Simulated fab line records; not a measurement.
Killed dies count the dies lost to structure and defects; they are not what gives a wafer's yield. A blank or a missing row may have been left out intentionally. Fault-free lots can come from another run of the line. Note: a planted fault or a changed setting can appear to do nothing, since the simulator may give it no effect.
A lot that was struck, set against a sound lot || flow nand-harc || 26 steps out of a route of 1159
Sound: wafers L568.1, L568.2, L568.3. Struck: wafers L574.2, L574.3, L574.6. Last of all comes the cause.
Each step with rows lists, per side, the tool, then ch with its chambers, then its first start. Under that, the readings that differ: sound wafers || struck wafers || difference of the means || sigmas: that difference in standard deviations of wafers without a fault.
alike: readings with means less than 2 such deviations apart, plus words and numbers identical on both sides. not compared: withheld readings, readings lacking a value on some wafer, bounds such as >300 that could conceal the same value, and numbers that have no deviation in the record and whose values overlap.
A row with sigmas, a row that says differs or no value, or rows on one side alone: a step with any of these is where the two part. When numbers do not overlap yet have no deviation, they are printed without sigmas and do not part them. A reading missing from all wafers of one side parts the sides only when that side holds two or more wafers.

NHARC_P_ZERO_WELL_INSPECT_43:
  sound on defect-inspect-02 at day 2 01:22; struck on defect-inspect-02 at day 3 17:11
  alike: raw-defect-count
then, 11 steps without rows for these wafers: NHARC_P_STI_ETCH_26 (etches SiO2 in dHF, target depth 11 nm); NHARC_P_STI_PRECLEAN_27 (cleans in SC1); NHARC_P_STI_SRD_28; NHARC_P_STI_OXIDE_29 (material SiO2, target thk 10 nm, ox time 1362 s); NHARC_P_STI_HM_DEP_30 (deposits Si3N4, target thk 80 nm, time 873 s); NHARC_P_STI_DEHYDRATE_01 (time 120 s); NHARC_P_STI_HMDS_02 (time 30 s); NHARC_P_STI_COAT_41 (time 65 s); NHARC_P_STI_COAT_03 (resist thk 600 nm); NHARC_P_STI_SOFTBAKE_04 (time 70 s); NHARC_P_STI_EBR_05.
NHARC_P_STI_EXPOSE_06: exposes mask P STI, target cd 200 nm.
  sound on krf-scanner-04 ch 0, day 2 17:55; struck on krf-scanner-01 ch 0, day 4 09:13
{"reading": "mask", "sound": "P_STI#0 P_STI#0 P_STI#0", "struck": "P_STI_R1#0 P_STI_R1#0 P_STI_R1#0", "difference": "differs", "sigmas": ""}
  alike: exposure-dose-mJ-cm2
then, 2 steps without rows for these wafers: NHARC_P_STI_PEB_07 (peb time 80 s); NHARC_P_STI_DEVELOP_08 (time 50 s).
NHARC_P_STI_CD_MEAS_09: the cd target is 200 nm.
  sound on cd-sem-01 ch 0, day 2 18:04; struck on cd-sem-02 ch 0, day 4 09:22
{"reading": "cd-nm (nm)", "sound": "200.6 201.3 201.6", "struck": "215.9 212.3 218.4", "difference": "+14.4", "sigmas": "+6"}
NHARC_P_STI_OVL_MEAS_10:
  sound on overlay-02 at day 2 18:09; struck on overlay-01 at day 4 09:27
  alike: overlay-x-nm, overlay-y-nm
NHARC_P_STI_INSPECT_11:
  sound on defect-inspect-01 at day 2 18:11; struck on defect-inspect-02 at day 4 09:29
{"reading": "raw-defect-count", "sound": "1 5 1", "struck": "11 5 8", "difference": "+6", "sigmas": "+2"}
then, 1 step without rows for these wafers: NHARC_P_STI_HARDBAKE_13 (time 65 s).
NHARC_P_STI_DESCUM_14: chemistry O2, time 3 s.
  sound on rie-diel-09 ch 1,2,3, day 2 18:20; struck on rie-diel-02 ch 0,3, day 4 09:38
{"reading": "mfc-ar-sccm (sccm)", "sound": "0.024 0.034 0.021", "struck": "0 0 0", "difference": "+0", "sigmas": -2}
{"reading": "model.P_STI.cd-nm (nm)", "sound": "200.6 200.7 201.1", "struck": "216.7 211.3 219.6", "difference": "+15.1", "sigmas": ""}
  alike: drypump-motor-current-A, oes-product-au, rf-vpp-V, showerhead-plenum-p-Torr, throttle-valve-pct
  not compared: rf-hours-counter-h
NHARC_P_STI_ETCH_42: etches the open film in N2/H2, target depth 80 nm, overetch 24 nm, time 61 s.
  sound on rie-diel-09 ch 0,1,3, day 2 18:25; struck on rie-diel-02 ch 0,1,3, day 4 09:47
{"reading": "oes-product-au (a.u.)", "sound": "1.035 1.017 1.007", "struck": "0.986 0.987 0.994", "difference": -0.031, "sigmas": -2}
  alike: drypump-motor-current-A, h2-flow-sccm, mfc-ar-sccm, rf-vpp-V, showerhead-plenum-p-Torr, throttle-valve-pct
  not compared: rf-hours-counter-h
NHARC_P_STI_ETCH_31: etches the open film in CF4/CHF3, target depth 108.9 nm, time 54.5 s.
  sound on rie-diel-09 ch 1,2,3; struck on rie-diel-02 ch 2,3
{"reading": "mfc-ar-sccm (sccm)", "sound": "0.034 0.021 0.024", "struck": "0 0 0", "difference": "+0", "sigmas": -2}
{"reading": "oes-product-au (a.u.)", "sound": "0.959 1.003 0.983", "struck": "0.910 0.941 0.935", "difference": -0.053, "sigmas": -3}
  alike: drypump-motor-current-A, rf-vpp-V, showerhead-plenum-p-Torr, throttle-valve-pct
  not compared: rf-hours-counter-h
NHARC_P_STI_ETCH_15: etches the open film in HBr/Cl2, target depth 300 nm, time 100.1 s.
  sound on rie-si-05 ch 0,1,2, day 2 18:36; struck on rie-si-01 ch 0,1,3, day 4 10:03
{"reading": "model.P_STI.cd-nm (nm)", "sound": "200.1 201.5 200.3", "struck": "216.9 211.1 218.4", "difference": "+14.8", "sigmas": ""}
  alike: drypump-motor-current-A, mfc-cl2-sccm, oes-product-au, throttle-valve-pct
  not compared: rf-hours-counter-h
NHARC_P_STI_CD_MEAS_16:
  sound on cd-sem-01 at day 2 18:46; struck on cd-sem-02 at day 4 10:11
{"reading": "cd-nm (nm)", "sound": "200.2 201.5 200.3", "struck": "216.2 211.2 218.5", "difference": "+14.6", "sigmas": "+5"}
NHARC_P_STI_OCD_MEAS_17:
  sound on ocd-01 at day 2 18:51; struck on ocd-02 at day 4 10:16
{"reading": "trench-foot-cd-nm (nm)", "sound": "157.2 159.5 159.7", "struck": "172.0 171.0 177.2", "difference": "+14.6", "sigmas": "+5"}
  alike: trench-depth-nm
then, 1 step without rows for these wafers: NHARC_P_STI_STRIP_19 (strips in SPM, time 900 s).

WHERE THEY PART
At NHARC_P_STI_EXPOSE_06 first; at NHARC_P_STI_OCD_MEAS_17 last (within this record only).

WHY: what the simulator had put in
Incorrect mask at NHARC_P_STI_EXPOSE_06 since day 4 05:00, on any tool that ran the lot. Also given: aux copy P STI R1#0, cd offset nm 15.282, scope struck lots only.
